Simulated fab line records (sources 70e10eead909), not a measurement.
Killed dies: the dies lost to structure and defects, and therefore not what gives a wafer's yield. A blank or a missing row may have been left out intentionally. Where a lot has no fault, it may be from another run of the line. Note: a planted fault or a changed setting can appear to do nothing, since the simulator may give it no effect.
Comparing a struck lot with a sound one    flow nandHarc    15 out of 1159 route steps
Sound: the wafers L190.3, L190.4, L190.5. Struck: wafers L178.4, L178.5, L178.6. The cause is named last.
Order at every step that has rows: each side's tool, ch and its chambers, its first start. Under that, the readings that differ: sound wafers    struck wafers    difference of the means    sigmas: that difference in standard deviations of wafers without a fault.
alike: words and numbers the same on both sides, and readings whose means are apart by under 2 such deviations; not compared: readings that were withheld, readings missing a value for some wafer, numbers with overlapping values and no deviation given by the record, and bounds like >300 which may hide the same value.
Wherever a step has rows on one side only, a row that says differs or no value, or a row with sigmas, the two part there. Numbers that have no deviation but don't overlap get no sigmas and don't part them. A reading that every wafer of one side lacks parts them only if that side has two wafers or more.

first, 1 step without rows for these wafers: NHARC_A_CONTACT_ETCH_118 (etches the open film in C4F8/O2/Ar, time 94 s, target depth 922 nm).
NHARC_A_CONTACT_ETCH_119: etches the open film in C4F8/O2/Ar, time 94 s, target depth 922 nm.
  sound on harCapEtch-03 ch 0,1, day 22 00:49; struck on harCapEtch-03 ch 0,1, day 19 18:55
  alike: chamberPressureMTorr, oesAirLineAu
  not compared: rfHoursCounterH
NHARC_A_CONTACT_ETCH_120: etches the open film in C4F8/O2/Ar, time 94 s, target depth 922 nm.
  sound on harCapEtch-03 ch 0,1, day 22 00:55; struck on harCapEtch-03 ch 0,1, day 19 19:00
  alike: chamberPressureMTorr, oesAirLineAu
  not compared: rfHoursCounterH
then, 1 step without rows for these wafers: NHARC_A_CONTACT_ETCH_121 (etches the open film in C4F8/O2/Ar, time 94 s, target depth 922 nm).
NHARC_A_CONTACT_ETCH_122: etches the open film in C4F8/O2/Ar, time 95 s, target depth 930 nm.
  sound on harCapEtch-03 ch 0,1, day 22 01:05; struck on harCapEtch-03 ch 0,1, day 19 19:11
  alike: chamberPressureMTorr, oesAirLineAu
  not compared: rfHoursCounterH
NHARC_A_CONTACT_ETCH_123: etches the open film in C4F8/O2/Ar, time 253 s, target depth 1090 nm.
  sound on harCapEtch-03 ch 0,1, day 22 01:16; struck on harCapEtch-03 ch 0,1, day 19 19:21
  alike: chamberPressureMTorr, oesAirLineAu
  not compared: rfHoursCounterH
then, 1 step without rows for these wafers: NHARC_A_CONTACT_ETCH_90 (etches the open film in CH3F/O2, target depth 40 nm, time 85.7 s).
NHARC_A_CONTACT_ETCH_96: etches the open film in C4F6/O2, target depth 20 nm, time 10 s.
  sound on rieDiel-04 ch 0,1,2; struck on rieDiel-08 ch 0,1
  alike: biasW, c4f6FlowSccm, drypumpMotorCurrentA, oesProductAu, rfVppV, showerheadPlenumPTorr, throttleValvePct
  not compared: rfHoursCounterH
NHARC_A_CONTACT_CD_MEAS_53:
  sound on cdSem-02, day 22 01:58; struck on cdSem-03, day 19 20:06
  alike: cdNm
then, 3 steps without rows for these wafers: NHARC_A_CONTACT_STRIP_99 (strips in N2/H2); NHARC_A_CONTACT_STRIP_100 (strips in CF4/CHF3); NHARC_A_CONTACT_STRIP_101 (strips in O2/COS).
NHARC_A_CONTACT_ETCH_102: etches the open film in CF4/O2, target depth 70 nm, overetch 7 nm, time 38.5 s.
  sound on rieDiel-08 ch 0,1,3, day 22 02:16; struck on rieDiel-08 ch 0,1, day 19 20:44
  no value came back on the struck wafers for any of 9 readings (biasW (W), cf4FlowSccm (sccm) and others); on the sound wafers biasW (W) reads 99.5 100.1 99.6
  not compared: rfHoursCounterH
then, 1 step without rows for these wafers: NHARC_A_CONTACT_STRIP_55 (strips in O2).
-- record jumps: 3 days between struck wafers' starts before vs after; left off in module A_CONTACT, resumes in module END, first step shown is number 1159 of the route --
NHARC_END_SORT_01:
  sound on prober-02 ch 0, day 24 19:27; struck on prober-02 ch 0, day 22 16:08
  alike: killedAtArray, killedAtOther, killedAtPeriphery, killedDies, killedOpen, killedShort

WHERE THEY PART
At NHARC_A_CONTACT_ETCH_102 and nowhere else, as far as this record goes. Later steps at which nothing parts them and some readings are alike: NHARC_END_SORT_01.

WHY: what had been put in by the simulator
Whole step skipped at NHARC_A_CONTACT_ETCH_102 on rieDiel-08, starting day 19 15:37. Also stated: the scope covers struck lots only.
